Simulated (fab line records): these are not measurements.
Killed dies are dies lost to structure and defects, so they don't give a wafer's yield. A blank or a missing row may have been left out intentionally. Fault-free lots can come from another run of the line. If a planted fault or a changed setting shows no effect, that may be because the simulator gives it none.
2 desks, one fault	flow n5 finfet	only its own numbers are on each desk; what lay behind them is given at the end

## TOOL OWNER'S DESK, litho track-03
The tool's own readings at N5_BEOL_M2_COAT_62 (time 60 s, resist thk 12 nm): means of the sampled wafers that have a number, for each lot that ran on this tool. Any lot whose mean is over 4 standard deviations away from the usual mean is out of limits and marked OUT; that distance is given in the brackets.
Columns: A = chill plate temp C at N5_BEOL_M2_COAT_62, usual 23.02 C; B = plate temp C at N5_BEOL_M2_COAT_62, usual 220.00 C; C = resist line temp C at N5_BEOL_M2_COAT_62, usual 23.00 C; D = spin speed rpm at N5_BEOL_M2_COAT_62, usual 1500.0 rpm
lot	first seen here	A	B	C	D
L692	day 7 00:32	23.02	219.80	23.07	1500.7
L700	day 9 08:37	23.09	220.07	23.05	1449.5 (-50) OUT
L702	day 9 16:11	23.05	219.80	22.98	1449.4 (-51) OUT
Finding of this desk: L700, L702 out of limits; the first was L700 at day 9 08:37, on spin speed rpm at N5_BEOL_M2_COAT_62. Within limits: L692.

## METROLOGY DESK
Means of the sampled wafers that have a number, per lot and without regard to the tool the lot ran on: this is what the gauges read. Any lot whose mean is over 4 standard deviations away from the usual mean is out of limits and marked OUT; that distance is given in the brackets. It has 11 readings; the 7 that lie furthest out on some lot are the ones shown.
Columns: A = DIBL_N at N5_BEOL_M4_RC_MEAS_101, usual 36.3 mV/V; B = DIBL_P at N5_BEOL_M4_RC_MEAS_101, usual 36.7 mV/V; C = IOFF_N at N5_BEOL_M4_RC_MEAS_101, usual 0.164 nA/um; D = IOFF_P at N5_BEOL_M4_RC_MEAS_101, usual 0.214 nA/um; E = ION_P at N5_BEOL_M4_RC_MEAS_101, usual 461 uA/um; F = SS_P at N5_BEOL_M4_RC_MEAS_101, usual 73.3 mV/dec; G = VT_P at N5_BEOL_M4_RC_MEAS_101, usual -250.0 mV
lot	first seen here	A	B	C	D	E	F	G
L692	day 6 23:43	36.7	35.1	0.160	0.213	462	73.0	-249.3
L693	day 7 13:11	34.9	36.1	0.142	0.183	455	72.9	-254.1
L700	day 9 07:37	36.5	37.9	0.166	0.235	467	73.4	-249.2
L699	day 9 11:53	36.3	38.1	0.178	0.226	464	74.0	-249.1
L702	day 9 15:28	37.1	37.3	0.180	0.236	462	74.2	-249.2
L703	day 9 19:33	37.1	35.7	0.158	0.195	453	73.3	-251.0
L704	day 9 23:18	37.5	38.7	0.175	0.207	455	73.3	-251.8
L711	day 11 16:40	38.2	37.0	0.186	0.227	460	73.4	-247.9
L713	day 12 06:28	38.4	38.5	0.189	0.228	465	73.2	-250.1
This desk's verdict: no lot among the 9 shows anything out of limits.

## ALL TOGETHER
The tool owner's desk had the chance to raise an alarm at day 9 08:37 on L700, L702.
Nothing out of limits was seen by the metrology desk.
The metrology desk has L700, L702 on record, within its limits.
Of the lots named, all ran N5_BEOL_M2_COAT_62 on litho track-03.

## WHAT THE SIMULATOR HAD PUT IN
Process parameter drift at N5_BEOL_M2_COAT_62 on litho track-03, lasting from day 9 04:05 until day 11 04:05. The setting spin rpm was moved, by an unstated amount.
Shown lots that were struck: L700, L702.
How many hours passed from the start of the fault until each desk's first out-of-limits reading: the tool owner's desk, 5.
